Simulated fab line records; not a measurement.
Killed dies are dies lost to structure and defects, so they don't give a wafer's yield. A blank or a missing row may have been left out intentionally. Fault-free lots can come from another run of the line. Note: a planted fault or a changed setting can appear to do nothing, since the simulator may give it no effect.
Comparing a struck lot with a sound one + flow n5-finfet + 32 out of 1938 route steps
Sound: the wafers L151.3, L151.4, L151.6. Wafers L139.1, L139.5, L139.6 were the ones struck. At the end, the cause is stated.
Order at every step that has rows: each side's tool, ch and its chambers, its first start. Under that, the readings that differ: sound wafers + struck wafers + difference of the means + sigmas: that difference in standard deviations of wafers without a fault.
alike: same words and numbers on both sides, and readings whose means sit less than 2 such deviations apart. not compared: any withheld reading, any reading some wafer has no value for, any bound like >300 that may hide the same value, and any number with overlapping values for which the record gives no deviation.
A row with sigmas, a row that says differs or no value, or rows on one side alone: a step with any of these is where the two part. Non-overlapping numbers with no deviation appear without sigmas and do not part them. A reading missing from all wafers of one side parts the sides only when that side holds two or more wafers.

first, 10 steps without rows for these wafers: N5_SD_EPI_P_SRD_20 (time 30 s); N5_SD_EPI_P_PRECLEAN_51 (cleans in NF3:NH3, afs cycles 1, time 20 s, sublimation time 60 s); N5_SD_EPI_P_VAPOR_ETCH_44 (etches SiGe30 in NF3/Ar, time 3.3 s); N5_SD_EPI_P_EPI_21 (deposits SiGe:B, time 355 s); N5_SD_EPI_P_HM_STRIP_48 (strips SiNx in H3PO4, material SiNx, target depth 3 nm); N5_SD_EPI_P_SRD_49 (time 30 s); N5_SD_EPI_P_PRECLEAN_24 (cleans in O3/DIW, time 45 s); N5_SD_EPI_P_PRECLEAN_32 (cleans in dHF, time 10 s); N5_SD_EPI_P_PRECLEAN_33 (cleans in SC2, time 45 s); N5_SD_EPI_P_SRD_25 (time 30 s).
N5_SD_ACTIVATION_RTA_00: time 0 s.
  sound on rtp-anneal-01 ch 0, day 8 23:51; struck on rtp-anneal-01 ch 0, day 5 23:54
| reading             | sound             | struck            | difference | sigmas |
|---------------------|-------------------|-------------------|------------|--------|
| lamp-power-pct (%)  | 8.91 9.08 8.90    | 9.10 9.26 9.17    | +0.21      | +4     |
| lamp_zone_1_pct (%) | 8.949 8.975 8.933 | 9.164 9.197 9.189 | +0.231     | +9     |
| lamp_zone_2_pct (%) | 8.924 8.937 8.931 | 9.230 9.213 9.250 | +0.300     | +13    |
| lamp_zone_3_pct (%) | 8.958 8.939 8.967 | 9.190 9.263 9.224 | +0.271     | +10    |
| lamp_zone_4_pct (%) | 8.966 8.962 8.911 | 9.219 9.202 9.177 | +0.253     | +9     |
| lamp_zone_5_pct (%) | 9.013 8.967 8.939 | 9.227 9.230 9.217 | +0.252     | +9     |
| lamp_zone_6_pct (%) | 8.855 8.876 8.893 | 9.109 9.150 9.123 | +0.253     | +11    |
| lamp_zone_7_pct (%) | 9.335 9.354 9.334 | 9.636 9.625 9.633 | +0.290     | +12    |
  alike: wafer_temp_C_max
then, 19 steps without rows for these wafers: N5_SD_ACTIVATION_LSA_01 (time 0.0008 s); N5_ILD0_LINER_00 (material SiNx, target thk 4 nm, pulse time 1 s, purge time 2 s); N5_ILD0_FCVD_FILL_01 (material SiO2 flowable, target thk 200 nm, time 328.3 s); N5_ILD0_CURE_02 (time 1800 s); N5_ILD0_CMP_03 (polishes, stops on SiNx, t overpolish 1.9 s, target thk 197.38 nm); N5_ILD0_CMP_07 (polishes SiO2 flowable, stops on poly-Si, t overpolish 1.18 s, target thk 138.88 nm); N5_ILD0_PRECLEAN_10 (cleans in NF3:NH3, afs cycles 5, time 20 s, sublimation time 60 s); N5_ILD0_ALD_15 (deposits SiNx, target thk 24 nm, pulse time 1 s, ald cycles 480); N5_ILD0_CMP_12 (polishes SiNx, stops on poly-Si, t overpolish 6 s, target thk 17.67 nm); N5_SDB_HM_DEP_00 (deposits SiNx from SiH4/NH3/N2, target thk 40 nm, time 35.3 s); N5_SDB_COAT_03 (time 60 s, resist thk 100 nm); N5_SDB_COAT_04 (time 60 s, resist thk 18 nm); N5_SDB_COAT_05 (resist thk 90 nm); N5_SDB_EBR_07; N5_SDB_SOFTBAKE_06 (time 60 s); N5_SDB_EXPOSE_08 (exposes mask SDB); N5_SDB_PEB_09 (peb time 60 s); N5_SDB_DEVELOP_10 (develop time 30 s); N5_SDB_DESCUM_16 (chemistry O2, time 7.9 s).
-- the record jumps here: 5 days lie between the struck wafers' starts before and after (it left off in module SDB and takes up again in module BEOL_M4, whose first step shown is number 1111 of the route) --
N5_BEOL_M4_RC_MEAS_101:
  sound on prober-01 ch 0, day 13 21:56; struck on prober-02 ch 0, day 10 18:44
| reading            | sound          | struck         | difference | sigmas |
|--------------------|----------------|----------------|------------|--------|
| DIBL_N (mV/V)      | 38.0 35.8 36.7 | 44.5 39.4 48.1 | +7.2       | +3     |
| IOFF_N (nA/um)     | 0.20 0.15 0.16 | 0.39 0.22 0.71 | +0.27      | +5     |
| IOFF_N_85C (nA/um) | 3.7 2.9 3.2    | 6.6 4.1 10.9   | +3.9       | +5     |
| ION_N (uA/um)      | 685 662 667    | 726 698 708    | +39        | +3     |
| ION_P (uA/um)      | 458 443 448    | 479 468 462    | +20        | +2     |
| REXT_N (ohm.um)    | 74.6 74.6 74.3 | 67.8 66.9 66.9 | -7.3       | -5     |
| SS_N (mV/dec)      | 72.1 71.5 71.7 | 73.4 72.4 79.7 | +3.4       | +4     |
| VT_N (mV)          | 248 253 247    | 238 245 240    | -8         | -2     |
  alike: DIBL_P, IOFF_P, SS_P, VT_P
-- a jump in the record: the struck wafers' starts before and after are 5 days apart (it breaks off in module BEOL_M4 and resumes in module PASSIVATION, where the first step shown is number 1936 of the route) --
N5_PASSIVATION_PROBE_49:
  only the struck wafers here have rows in the record (prober-02, day 15 07:29); the sound ones have none

== WHERE THEY PART ==
Last at N5_PASSIVATION_PROBE_49 as far as this record goes, first at N5_SD_ACTIVATION_RTA_00.

WHY: whatever the simulator had introduced
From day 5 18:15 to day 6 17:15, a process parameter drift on rtp-anneal-01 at N5_SD_ACTIVATION_RTA_00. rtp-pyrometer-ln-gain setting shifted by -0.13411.
